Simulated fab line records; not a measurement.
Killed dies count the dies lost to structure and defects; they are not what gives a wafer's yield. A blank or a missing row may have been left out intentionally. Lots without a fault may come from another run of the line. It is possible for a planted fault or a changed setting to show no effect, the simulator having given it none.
Matching of chambers -- flow n5Finfet -- N5_HKMG_FIN_CMP_23 on cmp-04 has 4 sister chambers
The step polishes, stops on SiNx, t overpolish 10 s, target thk 46.326 nm. 4 wafers are shown with their chamber, then 9 later ones without.

WAFERS, EACH WITH ITS CHAMBER
wafer,chamber,motorCurrentA (A)
L087.1,0,15.3
L087.2,3,10.6
L090.4,2,11.9
L090.6,1,13.2

WAFERS WITH NO CHAMBER GIVEN
wafer,motorCurrentA (A)
L090.1,15.6
L090.2,10.5
L090.5,12.0
L093.3,14.9
L093.4,10.5
L093.6,14.7
L097.2,14.6
L097.3,11.9
L097.6,15.3

WHICH CHAMBER EACH ONE RAN IN
wafer,from the rows above,in truth
L090.1,0,0
L090.2,3,3
L090.5,2,2
L093.3,0,0
L093.4,3,3
L093.6,0,0
L097.2,can't be placed: 0 or 1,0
L097.3,2,2
L097.6,0,0
Correct placement for 8 of the 9. From these rows, 1 cannot be placed; in 1 the true chamber is one of the candidates. Wrongly placed: 0.
How it was worked out, from the rows above alone: a wafer's distance from a chamber is the root of the sum, over the readings, of the square of ((its reading less the chamber's mean) divided by the reading's scatter). If the next closest chamber is less than 2 further off than the closest, the wafer can't be placed; otherwise it belongs to the closest. A chamber's mean is the mean of its shown wafers. The scatter: root of mean squared gap, hidden wafer to nearest shown wafer, with one shown wafer a chamber.
